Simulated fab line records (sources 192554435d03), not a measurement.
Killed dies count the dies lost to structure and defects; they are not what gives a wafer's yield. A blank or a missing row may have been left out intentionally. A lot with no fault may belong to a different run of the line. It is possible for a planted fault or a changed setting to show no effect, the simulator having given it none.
Split-lot trial    flow n5 finfet    39 wafers read across 7 lots, on a route 1938 steps long

THE SPLIT ITSELF
At N5_BEOL_M14_DEP_53 (deposits SiCN from 3MS/NH3, target thk 50 nm, time 17.8 s), the setting target thk a was moved away from the recipe's 500 angstrom on 12 of the 39 wafers read, by -18.8% to +32.2%. For the rest of the wafers, this setting stayed at what the recipe calls for.

Reading taken at the split's own step.

THE READING
SiCN_of_BEOL_M14_DEP_53.thk nm (the simulator's own value, which no gauge read), in nm, at N5_BEOL_M14_DEP_53 (deposits SiCN from 3MS/NH3, target thk 50 nm, time 17.8 s). The file does not state a usual value for it. Across the 27 wafers here that went through the recipe, the average is 49.8 nm and the standard deviation 0.63 nm.

wafer   tool, chamber at the split  target thk a as run, angstrom  against the recipe  SiCN_of_BEOL_M14_DEP_53.thk nm, nm  against lot-mates on the recipe
L074.1  pecvd-04, 1                 500                            recipe              48.4                                -
L074.2  pecvd-04, 2                 500                            recipe              48.6                                -
L074.3  pecvd-04, 0,2               500                            recipe              49.8                                -
L074.6  pecvd-04, 0,2               500                            recipe              49.8                                -
L074.4  pecvd-04, 0                 500                            recipe              49.4                                -
L074.5  pecvd-04, 1                 500                            recipe              49.2                                -
L082.1  pecvd-01, 2                 500                            recipe              49.4                                -
L082.2  pecvd-01, 0                 500                            recipe              49.6                                -
L082.4  pecvd-01, 1                 500                            recipe              50.2                                -
L085.1  pecvd-02, 0                 500                            recipe              49.8                                -
L085.2  pecvd-02, 1                 500                            recipe              49                                  -
L085.3  pecvd-02, 2                 600.7                          +20.1%              59.6                                +9.9
L085.4  pecvd-02, 2                 600.7                          +20.1%              60.2                                +10.5
L085.5  pecvd-02, 1                 600.7                          +20.1%              60.6                                +10.9
L085.6  pecvd-02, 0                 500                            recipe              50.2                                -
L090.1  pecvd-01, 1                 500                            recipe              48.8                                -
L090.2  pecvd-01, 1                 500                            recipe              50.2                                -
L090.3  pecvd-01, 1                 412.9                          -17.4%              41.6                                -8.1
L090.4  pecvd-01, 1                 412.9                          -17.4%              41.6                                -8.1
L090.5  pecvd-01, 1                 500                            recipe              50                                  -
L090.6  pecvd-01, 1                 412.9                          -17.4%              41.8                                -7.9
L091.1  pecvd-01, 1                 406.1                          -18.8%              40.2                                -10.0
L091.2  pecvd-01, 1                 500                            recipe              50.2                                -
L091.3  pecvd-01, 1                 500                            recipe              50                                  -
L091.4  pecvd-01, 1                 406.1                          -18.8%              40.8                                -9.4
L091.5  pecvd-01, 1                 500                            recipe              50.4                                -
L091.6  pecvd-01, 1                 406.1                          -18.8%              41.2                                -9.0
L095.1  pecvd-01, 2,0               500                            recipe              49.8                                -
L095.2  pecvd-01, 2,0               500                            recipe              49.8                                -
L095.3  pecvd-01, 0                 500                            recipe              50.4                                -
L095.4  pecvd-01, 2                 500                            recipe              50                                  -
L095.5  pecvd-01, 2,0               500                            recipe              50.8                                -
L095.6  pecvd-01, 2,0               500                            recipe              50.8                                -
L097.1  pecvd-04, 1                 500                            recipe              50.2                                -
L097.2  pecvd-04, 0                 660.9                          +32.2%              65.6                                +15.3
L097.3  pecvd-04, 2                 500                            recipe              49.8                                -
L097.4  pecvd-04, 0                 500                            recipe              51                                  -
L097.5  pecvd-04, 1,2               660.9                          +32.2%              66.8                                +16.5
L097.6  pecvd-04, 1,2               660.9                          +32.2%              66.8                                +16.5
Where a row lists several chambers, the file gives one row for several wafers and doesn't say which wafer went through which chamber.

FIT RESULTS
A straight line over all 39 wafers: SiCN_of_BEOL_M14_DEP_53.thk nm changes by +0.501 nm for each +1% of target thk a; r = +1.00; the points scatter about the line by 0.62 nm.
The same after taking each lot's own level away (the mean of its wafers on the recipe; 39 wafers): +0.498 nm for each +1%; r = +1.00; scatter 0.51 nm.
The reading moves by 16 nm for the largest change in target thk a, on that fit.
The lots' own levels span 49.20 to 50.33 nm, that is 1.8 times the standard deviation above.
So the lot-to-lot level changes the slope little: the two slopes agree.
Check: for one of the wafers moved furthest among these (+32.2%), held out of the fit, the line's prediction against its lot-mates is +16.3 nm. It came out at +15.3 nm against them.

OTHER SPLITS APPLIED TO THESE WAFERS
Before the reading, these wafers also passed through other splits. Each is held against what the fit with the lots' levels taken away leaves over:
other split on the same wafers  wafers away from the commonest value  r with SiCN_of_BEOL_M14_DEP_53.thk nm (lot level and that fit taken away)
N5_BEOL_M12_ILD_DEP_00 time s   15                                    -0.22

THE FILE'S OWN FIT
SiCN_of_BEOL_M14_DEP_53.thk nm changes by +0.498 nm for each +1% of target thk a, r = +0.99.
